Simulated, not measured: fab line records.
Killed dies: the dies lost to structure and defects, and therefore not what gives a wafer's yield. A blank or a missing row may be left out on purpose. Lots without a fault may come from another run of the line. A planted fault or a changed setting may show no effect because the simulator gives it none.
Chamber matching ; flow nand-harc ; cmp-02 running NHARC_A_WL_FILL_CMP_12: 4 sister chambers
The step polishes, t overpolish 30 s, target thk 75 nm. 16 wafers are shown with their chamber, then 8 later ones without.

== EACH WAFER AND ITS CHAMBER ==
wafer;chamber;motor-current-A (A);time-to-endpoint-s (s);overpolish-run-s (s)
L151.1;2;12.4;14.6;30.008
L151.2;0;12.2;15.3;29.984
L151.6;0;12.0;17.1;29.992
L153.2;1;11.6;9.2;29.988
L153.5;0;11.9;11.3;29.987
L153.6;1;11.4;10.4;29.988
L154.1;1;11.5;12.9;30.008
L154.5;2;12.5;15.9;30.009
L154.6;3;10.4;15.8;29.985
L156.4;3;10.6;16.0;30.011
L156.5;0;12.1;15.6;30.005
L156.6;3;11.3;14.4;29.991
L162.3;2;12.5;18.6;30.010
L162.4;0;12.7;18.5;30.013
L162.6;0;11.7;18.0;29.998
L168.1;0;12.2;15.4;30.006

SIGNATURES, as means of the wafers listed above
reading;chamber 0;chamber 1;chamber 2;chamber 3;scatter within a chamber
motor-current-A;12.114;11.500;12.467;10.767;0.297
time-to-endpoint-s;15.886;10.833;16.367;15.400;2.07
overpolish-run-s;29.99786;29.99467;30.00900;29.99567;0.0105
Rule: for a wafer and a chamber, the distance is found by dividing, reading by reading, the gap between the wafer's reading and the chamber's mean by the reading's scatter, squaring, summing and taking the root. If the next closest chamber is less than 2 further off than the closest, the wafer can't be placed; otherwise it belongs to the closest. How the scatter is found: for the shown wafers, subtract from each reading the mean of its chamber, square and add these, divide the total by (wafers less chambers), then take the root.

== WAFERS MISSING THEIR CHAMBER ==
wafer;motor-current-A (A);time-to-endpoint-s (s);overpolish-run-s (s)
L168.5;12.6;19.9;30.005
L168.6;11.4;15.0;29.997
L170.3;11.7;16.1;30.005
L170.5;10.6;18.5;30.001
L170.6;12.2;16.8;29.994
L169.3;12.4;13.0;29.991
L169.4;11.8;13.4;29.995
L169.6;11.1;13.3;29.993

== EACH ONE'S CHAMBER ==
wafer;from the rows above;in truth
L168.5;can't be placed: 2 or 0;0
L168.6;can't be placed: 1 or 3 or 0 or 2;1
L170.3;can't be placed: 0 or 2 or 1 or 3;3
L170.5;3;3
L170.6;can't be placed: 0 or 2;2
L169.3;can't be placed: 0 or 2 or 1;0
L169.4;can't be placed: 1 or 0 or 2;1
L169.6;can't be placed: 3 or 1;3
Placed correctly: 1 of 8. Not placeable from these rows: 7 (in 7, the candidates include the true chamber). 0 placed wrongly.
